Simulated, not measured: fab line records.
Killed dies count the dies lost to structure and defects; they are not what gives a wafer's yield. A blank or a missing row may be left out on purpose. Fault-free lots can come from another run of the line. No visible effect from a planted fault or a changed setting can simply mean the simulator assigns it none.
fab line records	flow n5_finfet
record lots=5	wafers=15	last_day=18
route steps=1938 shown BEOL_M11@1554 PASSIVATION@1936
lots untouched by any fault: they come from a run of this same line in which no faults occurred
start_h: hours from the record's opening day to when the first of the lot's shown wafers began	wait_h: hours since the lot's step before	" as in the row above	L1.1+2: one row covering several wafers at once	- no value, or no start was given	* or withheld: withheld	< > ~ a bound
route shown NAME@n: a module of which the file shows steps, and the number in the route of the first	usual: mean/standard deviation of fault-free wafers	same: alike in all rows	chamber/n: place in a boat	sites: per-site readings	_std_site: standard deviation of those values	_edge_site: the outer-site mean with the inner-site mean subtracted	radius_mm: for every site, how far away it sits from the centre of the wafer	mask NAME#n: copy n	behind: the most recent tool/chamber to have shaped the wafer	hold: what put the lot on hold/how long, in hours/how the hold closed	device: transistor that didn't switch, given as n, p or np	end of line: the tests these same wafers got at the end of their route	a step with no rows: only its recipe	killed: not the wafer's yield, but the dies lost to structure and defects at the first sort	map: a wafer's dies, marking killed ones x, the rest . and places with no die _
set.NAME: the setting as run; set.NAME@STEP: as run at that earlier step	model.NAME: the simulator's own value behind a step, which no gauge read
lots seen at some steps along the route; tables by step, rows by wafer
services: a tool's chamber out of use, with start hour (start_h, from the record's first day; less than 0 if before it), hours out, and reason
## steps
# step N5_BEOL_M11_ETCH_62
# recipe chemistry=N2/H2	target=SOC	target_depth_a=1100	overetch_a=220	mask_material=SiARC	temp_c=40	time_s=165	ion_energy_ev=200	pressure_mtorr=30	source_w=840	bias_w=150	n2_flow_sccm=200	h2_flow_sccm=200
# usual drypump_motor_current_A=5.7/0.44	oes_product_au=0.67/0.057	rf_vpp_V=522.5/2.8	showerhead_plenum_p_Torr=2.50/0.098	throttle_valve_pct=17.85/0.2
lot.wafer	tool	chamber	start_h	wait_h	drypump_motor_current_A	oes_product_au	rf_hours_counter_h	rf_vpp_V	showerhead_plenum_p_Torr	throttle_valve_pct
L897.2	rie_diel-02	1	273.92	0.0	5.2	0.72	52	522.2	2.48	17.57
L897.4	"	3	"	"	5.5	0.61	-	524.4	2.52	17.82
L897.5	"	1	"	"	5.2	0.71	-	522.9	2.48	17.58
L898.1	rie_diel-03	1	297.96	0.0	5.8	0.74	33	526.4	2.61	17.80
L898.2	"	0	"	"	5.4	0.60	217	522.6	2.51	18.31
L898.3	"	3	"	"	6.3	0.66	136	527.9	2.65	17.81
L903.2	rie_diel-02	2	320.11	0.0	5.8	0.81	12	521.0	2.51	17.57
L903.5	"	3	"	"	5.4	0.60	-	522.3	2.51	17.85
L903.6	"	2	"	"	5.8	0.80	-	523.6	2.51	17.57
L910.1	rie_diel-04	0	371.05	0.0	6.4	0.63	173	518.5	2.32	17.95
L910.3	"	1	"	"	6.2	0.63	157	522.8	2.54	17.86
L910.6	"	3	"	"	6.0	0.71	-	523.1	2.47	17.68
L911.1	rie_diel-04	1	379.39	0.0	6.2	0.63	160	522.4	2.54	17.88
L911.2	"	0	"	"	6.3	0.62	176	517.4	2.32	17.95
L911.3	"	3	"	"	6.0	0.71	67	522.0	2.47	17.70
# step N5_BEOL_M11_STRIP_68
# recipe chemistry=N2/H2	temp_c=40	n2_flow_sccm=200	h2_flow_sccm=200	rf_frequency_hz=6e+07
# step N5_BEOL_M11_STRIP_67
# recipe chemistry=CF4	resist=SiARC	power_w=300	bias_power_w=75	pressure_mtorr=50	cf4_flow_sccm=150	rf_frequency_hz=6e+07
# usual drypump_motor_current_A=5.7/0.45	oes_product_au=0.78/0.067	rf_vpp_V=270.5/1.6	showerhead_plenum_p_Torr=1.76/0.064	throttle_valve_pct=13.62/0.25
lot.wafer	tool	chamber	start_h	wait_h	drypump_motor_current_A	oes_product_au	rf_hours_counter_h	rf_vpp_V	showerhead_plenum_p_Torr	throttle_valve_pct
L897.2	rie_diel-02	1	274.06	0.0	5.2	0.85	52	270.4	1.74	13.19
L897.4	"	3	"	"	5.5	0.72	-	271.2	1.78	13.70
L897.5	"	1	"	"	5.2	0.85	-	270.9	1.74	13.17
L898.1	rie_diel-03	1	298.11	0.0	5.8	0.88	33	272.0	1.82	13.36
L898.2	"	0	"	"	5.4	0.70	217	271.4	1.79	14.12
L898.3	"	3	"	"	6.3	0.78	136	272.2	1.87	13.68
L903.2	rie_diel-02	2	320.25	0.0	5.8	0.96	12	270.0	1.76	13.15
L903.5	"	3	"	"	5.4	0.70	-	271.1	1.78	13.75
L903.6	"	2	"	"	5.8	0.96	-	270.3	1.76	13.16
L910.1	rie_diel-04	0	371.19	0.0	6.4	0.74	173	269.1	1.67	13.82
L910.3	"	1	"	"	6.2	0.74	157	270.2	1.79	13.62
L910.6	"	3	"	"	6.0	0.84	-	270.0	1.74	13.43
L911.1	rie_diel-04	1	379.54	0.0	6.2	0.74	160	270.2	1.79	13.64
L911.2	"	0	"	"	6.3	0.73	176	268.7	1.67	13.83
L911.3	"	3	"	"	6.0	0.83	67	270.3	1.74	13.46
# step N5_BEOL_M11_HM_OPEN_17
# recipe chemistry=Cl2/BCl3	target_depth_a=200	overetch_a=60	target=TiN	mask_material=SOC	ion_energy_ev=150	pressure_mtorr=10	icp_w=1000	bias_w=126	Cl2_flow_sccm=53.25	bcl3_flow_sccm=21.75	Ar_flow_sccm=25
# usual drypump_motor_current_A=6.0/0.48	oes_product_au=0.68/0.062	throttle_valve_pct=22.1/0.3
lot.wafer	tool	chamber	start_h	wait_h	drypump_motor_current_A	oes_product_au	rf_hours_counter_h	throttle_valve_pct
L897.2	rie_metal-03	1	274.10	0.0	6.4	0.69	29	22.1
L897.4	"	1	"	"	6.4	0.70	-	22.1
L897.5	"	0	"	"	6.3	0.75	-	22.0
L898.1	rie_metal-03	0	298.15	0.0	6.3	0.73	21	22.1
L898.2	"	1	"	"	6.4	0.68	31	22.1
L898.3	"	0	"	"	6.3	0.73	-	22.1
L903.2	rie_metal-02	1	320.29	0.0	6.0	0.65	50	22.6
L903.5	"	1	"	"	6.0	0.65	-	22.6
L903.6	"	0	"	"	5.6	0.59	-	22.0
L910.1	rie_metal-03	1	371.23	0.0	6.4	0.67	37	22.1
L910.3	"	1	"	"	6.4	0.68	-	22.1
L910.6	"	0	"	"	6.3	0.70	-	22.1
L911.1	rie_metal-02	0	379.58	0.0	5.6	0.59	87	22.0
L911.2	"	1	"	"	6.0	0.63	56	22.6
L911.3	"	0	"	"	5.6	0.58	-	22.0
# step N5_BEOL_M11_STRIP_19
# recipe chemistry=O2	power_w=400	temp_c=40	pressure_mtorr=30	rf_frequency_hz=6e+07	bias_power_w=0	overash_fraction=0.2	o2_flow_sccm=225
# usual drypump_motor_current_A=5.8/0.4	oes_product_au=0.80/0.081	rf_vpp_V=3.6/0.57	showerhead_plenum_p_Torr=2.07/0.076	throttle_valve_pct=16.70/0.23
lot.wafer	tool	chamber	start_h	wait_h	drypump_motor_current_A	oes_product_au	rf_hours_counter_h	rf_vpp_V	showerhead_plenum_p_Torr	throttle_valve_pct
L897.2	rie_diel-03	2	274.43	0.3	5.7	0.81	82	3.1	2.12	16.68
L897.4	"	0	"	"	5.4	0.71	211	3.9	2.10	17.21
L897.5	"	2	"	"	5.7	0.81	-	3.2	2.12	16.68
L898.1	rie_diel-02	3	298.27	0.1	5.5	0.70	198	3.5	2.09	16.83
L898.2	"	2	"	"	5.8	0.98	4	5.2	2.05	16.21
L898.3	"	1	"	"	5.2	0.84	60	3.3	2.04	16.35
L903.2	rie_diel-02	0	320.50	0.2	5.0	0.75	192	3.6	1.92	16.86
L903.5	"	0	"	"	5.0	0.75	-	3.2	1.92	16.86
L903.6	"	3	"	"	5.5	0.70	-	3.0	2.09	16.84
L910.1	rie_diel-03	3	371.34	0.1	6.3	0.75	160	4.0	2.18	16.79
L910.3	"	2	"	"	5.7	0.78	114	3.7	2.10	16.75
L910.6	"	1	"	"	5.8	0.85	-	3.6	2.13	16.54
L911.1	rie_diel-04	1	379.69	0.1	6.2	0.74	160	2.9	2.07	16.59
L911.2	"	0	"	"	6.4	0.72	176	3.0	1.92	16.86
L911.3	"	2	"	"	5.5	0.85	56	2.6	2.16	16.74
# step N5_BEOL_M11_CD_MEAS_18
# recipe pitch_nm=140	target_cd_nm=70
# usual cd_nm=70.0/0.73
lot.wafer	tool	chamber	start_h	wait_h	cd_nm
L897.2	cd_sem-02	-	274.51	0.1	69.9
L897.4	"	-	"	"	70.9
L897.5	"	-	"	"	70.7
L898.1	cd_sem-02	-	298.34	0.0	70.8
L898.2	"	-	"	"	70.7
L898.3	"	-	"	"	70.2
L903.2	cd_sem-02	-	320.57	0.1	69.0
L903.5	"	-	"	"	69.4
L903.6	"	-	"	"	69.2
L910.1	cd_sem-02	-	371.42	0.1	70.2
L910.3	"	-	"	"	71.2
L910.6	"	-	"	"	70.3
L911.1	cd_sem-01	-	379.76	0.0	70.2
L911.2	"	-	"	"	71.1
L911.3	"	-	"	"	70.3
# step N5_BEOL_M11_COAT_63
# recipe resist=SOC	temp_c=250	time_s=60	spin_rpm=1500	resist_thk_nm=100
# step N5_BEOL_M11_COAT_64
# recipe resist=SiARC	temp_c=220	time_s=60	spin_rpm=1500	resist_thk_nm=30
# step N5_BEOL_M11_COAT_22
# recipe resist=CAR-ArF	spin_rpm=1500	resist_thk_nm=90
# step N5_BEOL_M11_EBR_24
# recipe solvent=PGMEA	ebr_width_mm=1.5
# step N5_BEOL_M11_SOFTBAKE_23
# recipe temp_c=110	time_s=60	resist=CAR-ArF
# step N5_BEOL_M11_EXPOSE_25
# recipe mask_id=V10	na=1.35	source_shape=annular	sigma_inner=0.5	sigma_outer=0.8	polarization=unpolarized	dose_mj=85.5
# step N5_BEOL_M11_PEB_26
# recipe peb_temp_c=withheld	peb_time_s=60	resist=CAR-ArF
# usual chill_plate_temp_C=23.03/0.1
lot.wafer	tool	chamber	start_h	wait_h	chill_plate_temp_C
L897.2	litho_track-01	0	281.57	0.1	23.09
L897.4	"	0	"	"	23.01
L897.5	"	0	"	"	23.04
L898.1	litho_track-04	0	298.69	0.1	23.05
L898.2	"	0	"	"	23.11
L898.3	"	0	"	"	22.94
L903.2	litho_track-01	0	324.41	0.1	23.02
L903.5	"	0	"	"	22.96
L903.6	"	0	"	"	23.18
L910.1	litho_track-02	0	373.17	0.1	22.97
L910.3	"	0	"	"	23.08
L910.6	"	0	"	"	23.04
L911.1	litho_track-04	0	382.12	0.1	23.21
L911.2	"	0	"	"	23.31
L911.3	"	0	"	"	23.04
# step N5_BEOL_M11_DEVELOP_27
# recipe develop_time_s=30	developer=TMAH	resist=CAR-ArF	rinse_liquid=diw	dry=air_spin	dev_temp_c=23
# step N5_BEOL_M11_CD_MEAS_28
# recipe target_cd_nm=70	landing_energy_ev=500	detector=se_inlens	polarity=opening
# usual cd_nm=69.6/1.1
lot.wafer	tool	chamber	start_h	wait_h	cd_nm
L897.2	cd_sem-01	0	281.64	-	67.9
L897.4	"	0	"	"	69.0
L897.5	"	0	"	"	68.5
L898.1	cd_sem-01	0	298.75	-	71.6
L898.2	"	0	"	"	71.5
L898.3	"	0	"	"	72.1
L903.2	cd_sem-01	0	324.48	-	68.5
L903.5	"	0	"	"	77.1
L903.6	"	0	"	"	69.9
L910.1	cd_sem-01	0	373.24	-	69.4
L910.3	"	0	"	"	69.5
L910.6	"	0	"	"	69.1
L911.1	cd_sem-01	0	382.19	-	70.4
L911.2	"	0	"	"	71.1
L911.3	"	0	"	"	71.4
# step N5_BEOL_M11_OVL_MEAS_29
# recipe points_per_wafer=44
# usual V10_OVL=-0.1/0.75
lot.wafer	tool	chamber	start_h	wait_h	V10_OVL[nm]
L897.2	overlay-01	0	281.67	0.0	-1.3
L897.4	"	0	"	"	0.0
L897.5	"	0	"	"	-1.9
L898.1	overlay-02	0	298.78	0.0	0.4
L898.2	"	0	"	"	-1.4
L898.3	"	0	"	"	-0.5
L903.2	overlay-01	0	324.51	0.0	1.0
L903.5	"	0	"	"	-0.3
L903.6	"	0	"	"	-0.2
L910.1	overlay-01	0	373.27	0.0	-0.4
L910.3	"	0	"	"	-0.5
L910.6	"	0	"	"	0.7
L911.1	overlay-02	0	382.22	0.0	0.7
L911.2	"	0	"	"	0.4
L911.3	"	0	"	"	0.4
# step N5_PASSIVATION_PROBE_49
# usual defect_limited_yield=91.3/1.5	killed_at_M0_to_M3=31/11	killed_at_M4_up=14/5.1	killed_at_contacts=12/5.6	killed_at_front_end=42/12	killed_at_other=3.8/2.9	killed_dies=103/18	killed_open=67/14	killed_short=33/8	sort_bin_5_function=5.1/1	sort_bin_6_memory=3.2/0.75	sort_n_pass=1077/18	sort_yield_pct=91.3/1.5
# same gross_dies=1180	killed_at_back_side=0	sort_bin_4_leakage[%]=0	sort_bin_8_speed[%]=0
lot.wafer	tool	chamber	start_h	wait_h	defect_limited_yield[%]	killed_at_M0_to_M3	killed_at_M4_up	killed_at_contacts	killed_at_front_end	killed_at_other	killed_dies	killed_open	killed_short	sort_bin_5_function[%]	sort_bin_6_memory[%]	sort_n_pass	sort_yield_pct[%]
L903.5	prober-01	-	379.62	0.2	89.2	56	22	8	42	0	128	88	29	6.3	3.4	1052	89.2
# killed by level:class
L903.5 BEOL_M1:geometric_particle:open=21 FIN_SAQP:geometric_particle:open=13 BEOL_M0_SAQP:geometric_particle:open=12 BEOL_M11:area_peb=11 BEOL_M0_SAQP:geometric_particle:short=9 MOL_CONTACT_COAG:geometric_particle:open=8 STI_FIN_REVEAL:geometric_particle:open=7 BEOL_M1:geometric_particle:short=7
## services
tool	chamber	start_h	hours	kind
litho_track-04	-	257.54	-	consumable_replace:filter
rie_diel-02	0	259.82	6.2	repair
rie_diel-02	2	266.34	-	clean
rie_diel-02	2	266.34	-	consumable_replace:focus_ring
rie_diel-02	2	266.34	18.4	scheduled_down
rie_diel-02	2	266.34	18.4	vent_cycle
rie_diel-04	2	277.56	5.6	repair
rie_metal-02	1	281.50	1.1	repair
rie_diel-03	3	325.77	3.3	repair
rie_metal-03	-	333.44	0.5	repair
## key
first_sign step=N5_BEOL_M11_CD_MEAS_28	reading=cd_nm	direction=up	sigmas=6.7	usual=69.6	struck=77.1
effect none on later readings
met_at N5_BEOL_M11_PEB_26
struck_wafers L903.5
onset_between 281.57 324.41
fault kind=process_parameter_drift	tool=litho_track-01	chamber=-	onset_h=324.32	steps=N5_BEOL_M11_PEB_26	channel=peb_time_s	offset=*	shape=step	end_h=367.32	scope=struck_wafers_only	acts_in=*	stated=*
